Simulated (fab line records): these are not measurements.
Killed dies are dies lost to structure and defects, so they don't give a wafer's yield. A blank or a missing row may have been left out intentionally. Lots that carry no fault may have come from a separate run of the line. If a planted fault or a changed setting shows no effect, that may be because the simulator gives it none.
Chamber matching / flow n5 finfet / N5_GATE_CUT_CMP_43 on cmp-02 has 4 sister chambers
The step polishes SiO2. 4 wafers are shown with their chamber, then 11 later ones without.

## WAFERS PAIRED WITH THEIR CHAMBERS
wafer=L081.6; chamber=0; motor current A (A)=12.0
wafer=L082.1; chamber=2; motor current A (A)=12.2
wafer=L082.3; chamber=3; motor current A (A)=12.6
wafer=L083.1; chamber=1; motor current A (A)=10.5

## WAFERS WITHOUT THEIR CHAMBER
wafer=L083.2; motor current A (A)=10.9
wafer=L083.4; motor current A (A)=12.3
wafer=L090.2; motor current A (A)=11.6
wafer=L090.4; motor current A (A)=11.3
wafer=L090.5; motor current A (A)=12.6
wafer=L092.1; motor current A (A)=11.3
wafer=L092.4; motor current A (A)=11.8
wafer=L092.6; motor current A (A)=11.9
wafer=L094.2; motor current A (A)=12.6
wafer=L094.3; motor current A (A)=12.2
wafer=L094.5; motor current A (A)=12.6

## WHICH CHAMBER EACH ONE RAN IN
wafer=L083.2; from the rows above=can't be placed: 1 or 0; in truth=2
wafer=L083.4; from the rows above=can't be placed: 2 or 3 or 0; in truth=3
wafer=L090.2; from the rows above=can't be placed: 0 or 2 or 3 or 1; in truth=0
wafer=L090.4; from the rows above=can't be placed: 0 or 1 or 2 or 3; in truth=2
wafer=L090.5; from the rows above=can't be placed: 3 or 2 or 0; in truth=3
wafer=L092.1; from the rows above=can't be placed: 0 or 1 or 2 or 3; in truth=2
wafer=L092.4; from the rows above=can't be placed: 0 or 2 or 3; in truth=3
wafer=L092.6; from the rows above=can't be placed: 0 or 2 or 3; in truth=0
wafer=L094.2; from the rows above=can't be placed: 3 or 2 or 0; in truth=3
wafer=L094.3; from the rows above=can't be placed: 2 or 0 or 3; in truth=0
wafer=L094.5; from the rows above=can't be placed: 3 or 2 or 0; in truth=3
0 of 11 placed correctly. Cannot be placed on the basis of these rows: 11; the candidates contain the true chamber in 10. Number placed wrongly: 0.
How it was worked out, from the rows above alone: a wafer's distance from a chamber is the root of the sum, over the readings, of the square of ((its reading less the chamber's mean) divided by the reading's scatter). If the next closest chamber is less than 2 further off than the closest, the wafer can't be placed; otherwise it belongs to the closest. Each chamber's mean is taken over the wafers shown for it. The scatter (one wafer shown for each chamber): square how far every hidden wafer sits from the nearest shown wafer, average those squares and take the square root.
